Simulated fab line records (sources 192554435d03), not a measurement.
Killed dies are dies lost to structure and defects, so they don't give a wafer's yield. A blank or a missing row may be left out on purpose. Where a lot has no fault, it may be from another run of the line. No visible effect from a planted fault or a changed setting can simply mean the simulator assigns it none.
A lot that was struck, set against a sound lot | flow n5Finfet | 35 steps out of a route of 1938
Sound: the wafers L676.2, L676.5, L676.6. Wafers struck: L669.1, L669.2, L669.3. The cause is named last.
Per side, at each step with rows, come the tool, then ch with its chambers, and then its first start. Under that, the readings that differ: sound wafers | struck wafers | difference of the means | sigmas: that difference in standard deviations of wafers without a fault.
alike: readings whose means differ by less than 2 such deviations, and words and numbers that are the same on both sides. not compared: withheld readings, readings that some wafer has no value for, bounds like >300 that may hide the same value, and numbers for which the record gives no deviation and whose values overlap.
The two part at a step that has a row with sigmas, a row that says differs or no value, or rows on one side only. Numbers that have no deviation but don't overlap get no sigmas and don't part them. A reading missing from all wafers of one side parts the sides only when that side holds two or more wafers.

first, 10 steps without rows for these wafers: N5_BEOL_M5_ILD_DEP_00 (deposits SiCOH lowk from DEMS/porogen, target thk 140.64 nm, time 25.9 s); N5_BEOL_M5_CURE_79 (cures SiCOH lowk, time 240 s); N5_BEOL_M5_PECVD_70 (deposits SiO2 from TEOS/O2, target thk 16 nm, time 18 s); N5_BEOL_M5_HM_DEP_02 (deposits TiN, target thk 20 nm); N5_BEOL_M5_COAT_59 (time 60 s, resist thk 60 nm); N5_BEOL_M5_COAT_60 (time 60 s, resist thk 12 nm); N5_BEOL_M5_COAT_71 (time 60 s, resist thk 5 nm); N5_BEOL_M5_COAT_05 (resist thk 30 nm); N5_BEOL_M5_EBR_07; N5_BEOL_M5_SOFTBAKE_06 (time 60 s).
N5_BEOL_M5_EXPOSE_08: exposes mask M5, target cd 28 nm.
  sound on euvScanner-01 ch 0, day 13 13:58; struck on euvScanner-02 ch 0, day 11 16:32
reading           | sound             | struck            | difference | sigmas
exposureDoseMJCm2 | 35.70 35.75 35.70 | 35.00 35.04 35.07 | -0.68      | -12
  alike: mask, reticleTempC
then, 2 steps without rows for these wafers: N5_BEOL_M5_PEB_09 (peb time 60 s); N5_BEOL_M5_DEVELOP_10 (develop time 30 s).
N5_BEOL_M5_DESCUM_16: chemistry O2, time 7 s.
  sound on rieDiel-01 ch 0,1, day 13 14:13; struck on rieDiel-01 ch 0,1,2, day 11 16:48
  alike: drypumpMotorCurrentA, oesProductAu, rfVppV, showerheadPlenumPTorr, tempC, throttleValvePct
  not compared: rfHoursCounterH, model.BEOL_M5.cdNm
then, 19 steps without rows for these wafers: N5_BEOL_M5_ETCH_72 (etches underlayer in N2/H2, target depth 6.5 nm, time 5.2 s); N5_BEOL_M5_ETCH_61 (etches SiARC in CF4, target depth 15.6 nm, time 26 s); N5_BEOL_M5_ETCH_62 (etches SOC in N2/H2, target depth 75 nm, overetch 15 nm, time 112.5 s); N5_BEOL_M5_STRIP_63 (strips in N2/H2); N5_BEOL_M5_STRIP_73 (strips in N2/H2); N5_BEOL_M5_STRIP_64 (strips in CF4); N5_BEOL_M5_HM_OPEN_17 (chemistry Cl2/BCl3, target TiN, target depth 20 nm, overetch 6 nm); N5_BEOL_M5_STRIP_19 (strips in O2); N5_BEOL_M5_COAT_65 (time 60 s, resist thk 60 nm); N5_BEOL_M5_COAT_66 (time 60 s, resist thk 12 nm); N5_BEOL_M5_COAT_74 (time 60 s, resist thk 5 nm); N5_BEOL_M5_COAT_22 (resist thk 30 nm); N5_BEOL_M5_EBR_24; N5_BEOL_M5_SOFTBAKE_23 (time 60 s); N5_BEOL_M5_EXPOSE_25 (exposes mask V4, defocus 10 nm); N5_BEOL_M5_PEB_26 (peb time 60 s); N5_BEOL_M5_DEVELOP_27 (develop time 30 s); N5_BEOL_M5_DESCUM_33 (chemistry O2, time 7 s); N5_BEOL_M5_ETCH_75 (etches underlayer in N2/H2, target depth 6.5 nm, time 5.2 s).
N5_BEOL_M5_ETCH_41: etches SiCN in CH3F/O2, target depth 31.5 nm, time 56.7 s.
  sound on rieDiel-02 ch 0,2,3; struck on rieDiel-02 ch 0,1,2
reading                 | sound      | struck         | difference | sigmas
model.BEOL_M5.cdNm (nm) | 28 28 28.2 | 27.8 27.2 27.6 | -0.5       | 
  alike: CH3F_flow_sccm, O2_flow_sccm, drypumpMotorCurrentA, oesProductAu, rfVppV, showerheadPlenumPTorr, throttleValvePct
  not compared: rfHoursCounterH
N5_PASSIVATION_PROBE_49:
  rows exist in the record for the sound wafers here (prober-02, day 17 16:07), none for the struck ones

WHERE THEY PART
Last at N5_PASSIVATION_PROBE_49 as far as this record goes, first at N5_BEOL_M5_EXPOSE_08.

WHY: what had been put in by the simulator
Process parameter drift: euvScanner-02, from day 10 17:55 on, at N5_BEOL_M5_EXPOSE_08. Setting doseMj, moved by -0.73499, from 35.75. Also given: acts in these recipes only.
